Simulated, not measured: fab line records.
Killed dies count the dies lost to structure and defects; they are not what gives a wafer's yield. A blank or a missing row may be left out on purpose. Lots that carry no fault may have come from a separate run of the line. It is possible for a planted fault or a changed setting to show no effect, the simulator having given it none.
Which tool was responsible?	flow n5 finfet	39 wafers from 14 lots sampled at 3 of the route's 1938 steps

== WHAT THE GAUGES SHOWED, per wafer ==
N5_BEOL_M4_INSPECT_59: inspects for defects (darkfield). Usual: raw defect count at 72, with a standard deviation of 23.
lot	measured	on	raw defect count	flag
L188	day 7 17:19	defect inspect-01	77 52 50	
L189	day 8 02:00	defect inspect-01	54 83	
L192	day 8 14:31	defect inspect-01	56 40 43	
L193	day 9 03:01	defect inspect-01	76 98 93	
L194	day 9 10:40	defect inspect-02	60 77 64	
L196	day 10 00:05	defect inspect-01	85 49	
L200	day 11 04:27	defect inspect-01	41 63	
L203	day 11 08:11	defect inspect-02	99 68 70	
L204	day 11 13:21	defect inspect-01	51 55 66	
L206	day 12 09:38	defect inspect-01	32 47 31	
L208	day 13 02:28	defect inspect-01	41 71 46	
L207	day 13 02:54	defect inspect-01	48 49 80	
L210	day 13 17:14	defect inspect-01	102 90 71	
L211	day 13 19:02	defect inspect-02	55 62 79	

== WHAT TOOL EACH LOT RAN ON (gives the tool, then ch and the chambers of the sampled wafers, and finally the start) ==
lot	N5_BEOL_M4_ANNEAL_93	N5_BEOL_M4_SPUTTER_96
L188	pvd sputter-02, day 7 15:31	pvd sputter-02, day 7 15:53
L189	pvd sputter-02, day 8 00:34	pvd sputter-02, day 8 00:56
L192	pvd sputter-03, day 8 13:04	pvd sputter-03, day 8 13:26
L193	pvd sputter-03, day 9 01:34	pvd sputter-03, day 9 01:56
L194	pvd sputter-01, day 9 08:44	pvd sputter-01, day 9 09:06
L196	pvd sputter-03, day 9 22:25	pvd sputter-03, day 9 22:46
L200	pvd sputter-03, day 11 03:01	pvd sputter-03, day 11 03:22
L203	pvd sputter-01, day 11 06:05	pvd sputter-01, day 11 06:27
L204	pvd sputter-01, day 11 11:55	pvd sputter-01, day 11 12:17
L206	pvd sputter-02, day 12 08:13	pvd sputter-02, day 12 08:34
L208	pvd sputter-02, day 13 00:49	pvd sputter-02, day 13 01:11
L207	pvd sputter-01, day 13 01:22	pvd sputter-01, day 13 01:43
L210	pvd sputter-02, day 13 15:47	pvd sputter-02, day 13 16:09
L211	pvd sputter-03, day 13 17:34	pvd sputter-03, day 13 17:56
- N5_BEOL_M4_ANNEAL_93: time 240 s.
- N5_BEOL_M4_SPUTTER_96: material Cu, target thk 4.5 nm, time 8.29 s.

== AS READ BY THE TOOLS THEMSELVES (means over the sampled wafers that have a number; for cases with no such wafer, the mark the record gives instead) ==
N5_BEOL_M4_ANNEAL_93. Usual: heater power w 817 W, standard deviation 71; susceptor_temp_C_max 401.1, standard deviation 0.42.
lot	tool	heater power w (W)	susceptor_temp_C_max	flag
L188	pvd sputter-02	768	401.1	
L189	pvd sputter-02	842	400.9	
L192	pvd sputter-03	822	401.2	
L193	pvd sputter-03	810	401.3	
L194	pvd sputter-01	797	400.9	
L196	pvd sputter-03	781	401.2	
L200	pvd sputter-03	796	401.4	
L203	pvd sputter-01	819	401.3	
L204	pvd sputter-01	856	400.9	
L206	pvd sputter-02	838	401.4	
L208	pvd sputter-02	787	401.1	
L207	pvd sputter-01	892	401.4	
L210	pvd sputter-02	882	401.2	
L211	pvd sputter-03	777	401.0	

N5_BEOL_M4_SPUTTER_96. Usual: chuck gas flow sccm 1.27 sccm, standard deviation 0.056; throttle valve pct 29.9 %, standard deviation 0.73.
lot	tool	chuck gas flow sccm (sccm)	throttle valve pct (%)	flag
L188	pvd sputter-02	1.27	30.6	
L189	pvd sputter-02	1.24	30.4	
L192	pvd sputter-03	1.25	30.1	
L193	pvd sputter-03	1.28	30.2	
L194	pvd sputter-01	1.26	29.5	
L196	pvd sputter-03	1.29	30.1	
L200	pvd sputter-03	1.34	30.1	
L203	pvd sputter-01	1.27	29.3	
L204	pvd sputter-01	1.20	30.0	
L206	pvd sputter-02	1.28	29.2	
L208	pvd sputter-02	1.23	30.1	
L207	pvd sputter-01	1.26	29.8	
L210	pvd sputter-02	1.34	28.6	
L211	pvd sputter-03	1.32	30.4	

== THE ANSWER, worked out from the rows above alone ==
Rule: lot off if the mean of its wafers having a number is beyond 3 standard deviations from the usual mean. A lot without any number at a reading at which 4 lots or more have one is off too. The other lots that the step has rows for count as sound. After the gauges, taken in route order, come the tools' own readings; for these a lot's mean is taken, as printed above. The first step at which some lot is off is used, and at that step the reading that is off furthest; a lot without a number counts as furthest.
Across all readings shown, no lot is off: no conclusion can be drawn from this.

== WHAT THE SIMULATOR HAD PUT IN ==
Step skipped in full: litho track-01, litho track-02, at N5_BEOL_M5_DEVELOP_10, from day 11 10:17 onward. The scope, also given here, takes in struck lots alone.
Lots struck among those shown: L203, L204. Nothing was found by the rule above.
